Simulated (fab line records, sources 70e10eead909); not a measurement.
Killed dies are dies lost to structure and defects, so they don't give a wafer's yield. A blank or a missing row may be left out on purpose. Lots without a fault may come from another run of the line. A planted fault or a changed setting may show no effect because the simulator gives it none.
Which tool did it? | flow nand_harc | 14 lots, 42 wafers sampled, at 5 steps of a route of 1302

WHAT THE GAUGES READ, wafer by wafer
NHARC_A_ZERO_WELL_CD_MEAS_10: target cd 2000 nm. Usual: cd_nm 2000.4 nm, standard deviation 1.7.
lot  | measured     | on        | cd_nm (nm)           | flag
L893 | day 6 20:40  | cd_sem-01 | 2003.3 2004.6 2004.0 |
L894 | day 7 09:53  | cd_sem-01 | 2003.4 2004.1 2005.8 |
L895 | day 7 10:02  | cd_sem-03 | 2001.2 1999.2 1999.1 |
L897 | day 8 02:24  | cd_sem-01 | 1999.6 2000.1 2000.1 |
L898 | day 8 14:57  | cd_sem-03 | 1999.9 1997.6 2002.0 |
L899 | day 9 05:09  | cd_sem-02 | 1998.8 1997.9 1999.5 |
L904 | day 11 03:47 | cd_sem-03 | 1999.8 2001.8 2000.8 |
L906 | day 12 01:36 | cd_sem-02 | 2001.2 2000.2 1998.0 |
L909 | day 13 09:41 | cd_sem-01 | 1998.3 1998.1 1998.8 |
L911 | day 14 01:46 | cd_sem-01 | 1998.8 2001.0 1999.9 |
L912 | day 14 18:31 | cd_sem-01 | 1999.5 2002.7 1998.9 |
L913 | day 15 05:58 | cd_sem-03 | 2002.3 2002.9 2000.9 |
L915 | day 15 22:56 | cd_sem-03 | 1999.9 1999.6 1999.3 |
L916 | day 16 10:06 | cd_sem-02 | 2000.9 2000.8 2000.0 |

NHARC_A_ZERO_WELL_INSPECT_17. Usual: raw_defect_count 10, standard deviation 5.7.
lot  | measured     | on                | raw_defect_count | flag
L893 | day 6 22:11  | defect_inspect-01 | 11 5 0           |
L894 | day 7 11:38  | defect_inspect-02 | 8 6 20           |
L895 | day 7 11:51  | defect_inspect-02 | 4 14 11          |
L897 | day 8 03:52  | defect_inspect-01 | 7 7 10           |
L898 | day 8 16:25  | defect_inspect-01 | 4 7 6            |
L899 | day 9 06:40  | defect_inspect-02 | 2 11 7           |
L904 | day 11 05:17 | defect_inspect-01 | 6 6 9            |
L906 | day 12 03:04 | defect_inspect-02 | 9 9 9            |
L909 | day 13 11:08 | defect_inspect-01 | 4 7 7            |
L911 | day 14 03:17 | defect_inspect-01 | 12 16 12         |
L912 | day 14 19:58 | defect_inspect-01 | 3 13 6           |
L913 | day 15 07:25 | defect_inspect-01 | 3 9 6            |
L915 | day 16 00:24 | defect_inspect-02 | 8 11 13          |
L916 | day 16 11:36 | defect_inspect-01 | 16 13 6          |

NHARC_A_ONON_D1_THK_MEAS_14: measures by ellipsometry. Usual: thk_nm 1002 nm, standard deviation 10.
lot  | measured     | on            | thk_nm (nm)    | flag
L893 | day 7 20:31  | film_metro-02 | 993 992 991    |
L894 | day 8 10:40  | film_metro-02 | 1009 1007 1008 |
L895 | day 8 10:39  | film_metro-01 | 1007 1007 1009 |
L897 | day 9 02:03  | film_metro-01 | 990 990 990    |
L898 | day 9 18:43  | film_metro-01 | 990 988 990    |
L899 | day 10 07:20 | film_metro-01 | 992 991 990    |
L904 | day 12 05:50 | film_metro-02 | 1009 1009 1009 |
L906 | day 13 01:20 | film_metro-01 | 1004 1006 1005 |
L909 | day 14 11:30 | film_metro-01 | 999 999 1000   |
L911 | day 15 01:32 | film_metro-02 | 1005 1005 1005 |
L912 | day 15 20:46 | film_metro-01 | 988 987 987    |
L913 | day 16 06:51 | film_metro-01 | 993 991 992    |
L915 | day 17 06:58 | film_metro-02 | 990 993 993    |
L916 | day 17 10:55 | film_metro-02 | 1016 1016 1016 |

NHARC_A_ONON_D1_THK_MEAS_27: measures by ellipsometry. Usual: thk_nm 996 nm, standard deviation 8.2.
lot  | measured     | on            | thk_nm (nm)             | flag
L893 | day 8 05:59  | film_metro-01 | 996 996 995             |
L894 | day 8 20:44  | film_metro-01 | 992 992 992             |
L895 | day 8 20:46  | film_metro-02 | 1008 1007 1006          |
L897 | day 9 11:22  | film_metro-01 | 991 991 992             |
L898 | day 10 06:04 | film_metro-01 | 986 984 984             |
L899 | day 10 17:05 | film_metro-02 | 995 995 996             |
L904 | day 12 17:30 | film_metro-02 | 768 981 767 767 980 768 | OFF
L906 | day 13 11:40 | film_metro-01 | 996 783 783 995 782 783 | OFF
L909 | day 14 21:42 | film_metro-02 | 1010 1008 1008          |
L911 | day 15 14:47 | film_metro-01 | 989 990 990             |
L912 | day 16 07:55 | film_metro-02 | 982 982 981             |
L913 | day 16 19:49 | film_metro-01 | 1000 998 999            |
L915 | day 17 19:49 | film_metro-02 | 999 1000 1000           |
L916 | day 17 19:49 | film_metro-01 | 1002 1002 1001          |

WHICH TOOL RAN EACH LOT (tool, then ch and the chambers of the sampled wafers, then the start)
lot  | NHARC_A_ONON_D1_DEP_25
L893 | pecvd_onon-01 ch 0, day 8 05:35
L894 | pecvd_onon-03 ch 0, day 8 20:14
L895 | pecvd_onon-01 ch 0, day 8 20:15
L897 | pecvd_onon-03 ch 0, day 9 10:50
L898 | pecvd_onon-01 ch 0, day 10 05:33
L899 | pecvd_onon-04 ch 0, day 10 16:45
L904 | pecvd_onon-03 ch 0, day 12 17:10
L906 | pecvd_onon-03 ch 0, day 13 11:09
L909 | pecvd_onon-01 ch 0, day 14 21:11
L911 | pecvd_onon-04 ch 0, day 15 14:16
L912 | pecvd_onon-01 ch 0, day 16 07:35
L913 | pecvd_onon-03 ch 0, day 16 19:22
L915 | pecvd_onon-01 ch 0, day 17 19:19
L916 | pecvd_onon-03 ch 0, day 17 19:19
- NHARC_A_ONON_D1_DEP_25: target thk 1000 nm.

WHAT THE TOOLS THEMSELVES READ (means of the sampled wafers that have a number; where no wafer has one, the mark that the record gives instead)
The record holds no such reading with a usual standard deviation.

THE ANSWER, worked out from the rows above alone
Rule: a lot is off if the mean of its wafers that have a number lies more than 3 standard deviations from the usual mean. A lot without any number at a reading at which 4 lots or more have one is off too. The other lots that the step has rows for count as sound. The gauges are gone through in route order, then the tools' own readings, and for those a lot's mean is taken as printed above. The first step at which some lot is off is used, and at that step the reading that is off furthest; a lot without a number counts as furthest.
Off: L904, L906, at NHARC_A_ONON_D1_THK_MEAS_27 (thk_nm).
A tool fits if, at a process step before that reading, it ran every lot that is off, and no sound lot after the first of them. The gauges at NHARC_A_ONON_D1_THK_MEAS_27 are tried like those tools. None of those tried fits.

WHAT THE SIMULATOR HAD PUT IN
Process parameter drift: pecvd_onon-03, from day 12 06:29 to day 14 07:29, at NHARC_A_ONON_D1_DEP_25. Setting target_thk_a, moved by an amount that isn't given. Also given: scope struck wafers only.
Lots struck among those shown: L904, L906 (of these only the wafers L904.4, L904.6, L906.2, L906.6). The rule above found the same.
